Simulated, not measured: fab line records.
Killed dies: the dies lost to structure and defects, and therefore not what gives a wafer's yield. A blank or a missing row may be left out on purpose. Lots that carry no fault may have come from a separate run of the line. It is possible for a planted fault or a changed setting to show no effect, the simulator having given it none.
Which tool was responsible? -- flow nand-harc -- 21 wafers from 7 lots sampled at 3 of the route's 1302 steps

WHAT THE GAUGES READ, wafer by wafer
NHARC_THIN_TSV_CD_MEAS_37.
lot,measured,on,cd-nm (nm)
L502,day 24 18:25,cd-sem-02,5002 5003 5003
L505,day 26 03:51,cd-sem-01,4999 5004 5005
L509,day 27 05:10,cd-sem-03,4994 4997 5001
L517,day 30 07:57,cd-sem-01,4998 5002 5005
L519,day 30 06:26,cd-sem-02,4995 4997 4996
L522,day 32 20:52,cd-sem-03,4991 4998 4998
L524,day 33 15:34,cd-sem-03,5003 5003 5003

TOOL THAT RAN EACH LOT (tool first, then ch and the chambers of the sampled wafers, then the start)
lot,NHARC_A_ONON_D2_DEP_00,NHARC_THIN_TSV_DESCUM_35
L502,"pecvd-onon-02 ch 0, day 12 17:34","rie-diel-04 ch 1,2,3, day 24 17:08"
L505,"pecvd-onon-02 ch 0, day 13 13:49","rie-diel-13 ch 1,2,3, day 26 02:34"
L509,"pecvd-onon-02 ch 0, day 15 17:42","rie-diel-13 ch 0,1,2, day 27 03:51"
L517,"pecvd-onon-03 ch 0, day 18 18:58","rie-diel-04 ch 0,1,2, day 30 06:25"
L519,"pecvd-onon-02 ch 0, day 19 03:49","rie-diel-04 ch 0,1,3, day 30 05:09"
L522,"pecvd-onon-04 ch 0, day 20 16:59","rie-diel-12 ch 0,1,3, day 32 19:37"
L524,"pecvd-onon-03 ch 0, day 21 23:43","rie-diel-13 ch 2,3, day 33 14:00"
- NHARC_A_ONON_D2_DEP_00: target thk 1000 nm.
- NHARC_THIN_TSV_DESCUM_35: chemistry O2, time 3 s.

THE ANSWER, worked out from the rows above alone
Rule: the usual values come from the lots themselves. The widest of any qualifying gaps counts: lots, ordered by their means at a reading, are off when they make up no more than a third of the lots, leave a main group of 4 or more, and stand apart from it by 3 or more times the standard deviation of that group's means. If all means in a main group match to the digits the tables above print for the reading, that group is not used. A lot without any number at a reading at which 4 lots or more have one is off too. All remaining lots with rows at the step are treated as sound.
No lot is off at any reading shown: from this, nothing can be told.

WHAT HAD BEEN PUT IN BY THE SIMULATOR
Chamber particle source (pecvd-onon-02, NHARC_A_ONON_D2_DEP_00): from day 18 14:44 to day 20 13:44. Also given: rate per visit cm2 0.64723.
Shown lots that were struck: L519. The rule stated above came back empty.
